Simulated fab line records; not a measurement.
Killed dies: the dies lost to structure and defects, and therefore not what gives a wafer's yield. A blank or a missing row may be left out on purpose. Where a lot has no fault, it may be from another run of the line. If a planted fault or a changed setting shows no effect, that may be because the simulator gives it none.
2 desks, one fault	flow n5Finfet	numbers are kept per desk, each desk with only its own; the story behind them comes last

THE METROLOGY DESK
What the gauges read for every lot (on any tool): the sampled wafers with a number, averaged. The brackets show how far a lot's mean lies from the usual mean; more than 4 standard deviations puts the lot out of limits, marked OUT. Readings shown: 7 of its 11, picked as those furthest out on some lot.
Columns: A = M4_THK at N5_BEOL_M4_THK_MEAS_53, usual 39.8 nm; B = IOFF_N at N5_BEOL_M4_RC_MEAS_101, usual 0.16 nA/um; C = IOFF_P at N5_BEOL_M4_RC_MEAS_101, usual 0.21 nA/um; D = ION_N at N5_BEOL_M4_RC_MEAS_101, usual 676 uA/um; E = ION_P at N5_BEOL_M4_RC_MEAS_101, usual 462 uA/um; F = VT_N at N5_BEOL_M4_RC_MEAS_101, usual 249 mV; G = VT_P at N5_BEOL_M4_RC_MEAS_101, usual -250 mV
lot	first seen here	A	B	C	D	E	F	G
L736	day 8 07:25	38.3	0.19	0.22	685	467	246	-249
L745	day 10 05:37	39.7	0.15	0.17	672	452	249	-256
L750	day 11 11:17	41.1	0.20	0.23	689	467	247	-250
L749	day 11 14:14	38.8	0.18	0.26	681	477	246	-244
L752	day 11 19:17	41.8	0.14	0.20	669	461	252	-251
L751	day 12 00:14	39.2	0.14	0.20	673	463	251	-250
L754	day 12 17:51	40.3	0.21	0.25	694	472	245	-247
L759	day 13 21:49	40.6	0.16	0.22	682	469	248	-248
L758	day 13 22:22	39.1	0.16	0.23	665	463	250	-248
This desk's verdict: no lot among the 9 shows anything out of limits.

THE DEFECT DESK
What the inspections along the route counted, lot by lot: means of the sampled wafers that have a number. The brackets show how far a lot's mean lies from the usual mean; more than 4 standard deviations puts the lot out of limits, marked OUT.
Columns: A = rawDefectCount at N5_BEOL_M4_INSPECT_59, usual 70; B = rawDefectCount at N5_BEOL_M5_INSPECT_13, usual 379; C = rawDefectCount at N5_BEOL_M5_INSPECT_30, usual 378
lot	first seen here	A	B	C
L736	day 8 07:55	70	341	345
L745	day 10 05:55	205 (+5.6) OUT	493	491
L750	day 11 11:34	79	388	381
L749	day 11 14:32	80	333	328
L752	day 11 19:34	53	293	285
L751	day 12 00:31	70	401	398
L754	day 12 18:08	72	539	556
L759	day 13 22:08	92	392	381
L758	day 13 22:41	58	289	291
This desk's verdict: out of limits on L745, starting with L745 at day 10 05:55 (rawDefectCount at N5_BEOL_M4_INSPECT_59). Within limits: L736, L750, L749, L752, L751, L754, L759, L758.

ALL TOGETHER
The defect desk could have raised an alarm at day 10 05:55, on L745.
Nothing out of limits was seen by the metrology desk.
The metrology desk holds a record of L745, inside its limits.
N5_BEOL_M4_PRE_CLEAN_56 was run on pecvd-04 by each of the lots named.

WHAT THE SIMULATOR HAD INSERTED
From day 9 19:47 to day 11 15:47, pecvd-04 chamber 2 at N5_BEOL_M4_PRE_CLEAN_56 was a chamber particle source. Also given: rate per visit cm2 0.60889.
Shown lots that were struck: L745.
Hours from the fault's start to each desk's first reading out of limits: the defect desk, 10.
